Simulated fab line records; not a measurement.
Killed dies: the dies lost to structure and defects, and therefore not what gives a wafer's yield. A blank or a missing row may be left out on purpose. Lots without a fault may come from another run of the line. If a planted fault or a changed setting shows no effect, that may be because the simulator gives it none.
Lot-split experiment + flow n5 finfet + on a route of 1938 steps: 7 lots, 21 wafers read

## THE SPLIT ITSELF
At N5_GATE_CUT_ETCH_58 (etches SiNx in CH3F/O2, target depth 17 nm, time 128.6 s), the setting bias w was moved away from the recipe's 21 W on 7 of the 21 wafers read, by -9.6% to +11.3%. This setting was run at the recipe's value on the other wafers.

The split's own step is where the reading is taken.

## THE READING
rf vpp V, in V, at N5_GATE_CUT_ETCH_58 (etches SiNx in CH3F/O2, target depth 17 nm, time 128.6 s). Fault-free wafers of this fab line usually give 99.2 V, standard deviation 0.9 V.

| wafer  | tool, chamber at the split | bias w as run, W | against the recipe | rf vpp V, V | against lot-mates on the recipe |
|--------|----------------------------|------------------|--------------------|-------------|---------------------------------|
| L076.3 | rie diel-05, 1             | 18.98            | -9.6%              | 94.1        | -5.7                            |
| L076.4 | rie diel-05, 1             | 21               | recipe             | 99.8        | -                               |
| L076.5 | rie diel-05, 2             | 18.98            | -9.6%              | 91.8        | -8.0                            |
| L079.1 | rie diel-06, 0             | 21               | recipe             | 99.1        | -                               |
| L079.5 | rie diel-06, 2             | 22.93            | +9.2%              | 105.1       | +6.2                            |
| L079.6 | rie diel-06, 1             | 21               | recipe             | 98.7        | -                               |
| L085.1 | rie diel-03, 3             | 22.2             | +5.7%              | 101.7       | +2.5                            |
| L085.3 | rie diel-03, 1             | 22.2             | +5.7%              | 102.1       | +2.9                            |
| L085.5 | rie diel-03, 0             | 21               | recipe             | 99.2        | -                               |
| L086.1 | rie diel-03, 3             | 21               | recipe             | 99.5        | -                               |
| L086.2 | rie diel-03, 1             | 23.22            | +10.6%             | 107.4       | +8.0                            |
| L086.3 | rie diel-03, 0             | 21               | recipe             | 99.3        | -                               |
| L087.3 | rie diel-03, 3             | 21               | recipe             | 97.6        | -                               |
| L087.4 | rie diel-03, 2             | 21               | recipe             | 99.0        | -                               |
| L087.5 | rie diel-03, 3             | 21               | recipe             | 98.4        | -                               |
| L088.3 | rie diel-05, 1             | 21               | recipe             | 100.2       | -                               |
| L088.4 | rie diel-05, 3             | 21               | recipe             | 98.9        | -                               |
| L088.5 | rie diel-05, 2             | 21               | recipe             | 98.8        | -                               |
| L089.1 | rie diel-03, 1             | 21               | recipe             | 100.2       | -                               |
| L089.4 | rie diel-03, 0             | 21               | recipe             | 100.5       | -                               |
| L089.5 | rie diel-03, 3             | 23.37            | +11.3%             | 107.5       | +7.2                            |

FIT RESULTS
A straight line over all 21 wafers: rf vpp V changes by +0.672 V for each +1% of bias w; r = +0.97; the points scatter about the line by 0.89 V.
The same after taking each lot's own level away (the mean of its wafers on the recipe; 21 wafers): +0.676 V for each +1%; r = +0.98; scatter 0.67 V.
According to that fit, moving bias w by its largest amount changes the reading by 7.6 V.
Across the lots, their own levels run from 98.33 to 100.35 V, a range of 2.2 times the standard deviation given above.
Hence the lot-to-lot level has little effect on the slope; both slopes agree.
Check: with one of the wafers moved furthest among these (+11.3%) left out of the fit, the line predicts +7.61 V for it against its lot-mates. It came out at +7.15 V against them.
Tool readings at the split's step, against how far the setting was moved: rf vpp V r = +0.97.

## THESE WAFERS: OTHER SPLITS
Note: prior to the reading, these wafers also went through further splits. Each is held against what the fit with the lots' levels taken away leaves over:
| other split on the same wafers | wafers away from the commonest value | r with rf vpp V (lot level and that fit taken away) |
|--------------------------------|--------------------------------------|-----------------------------------------------------|
| N5_HKMG_FIN_DESCUM_53 time s   | 5                                    | -0.33                                               |

## THE FILE'S OWN FIT
rf vpp V changes by +0.677 V for each +1% of bias w, r = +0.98.
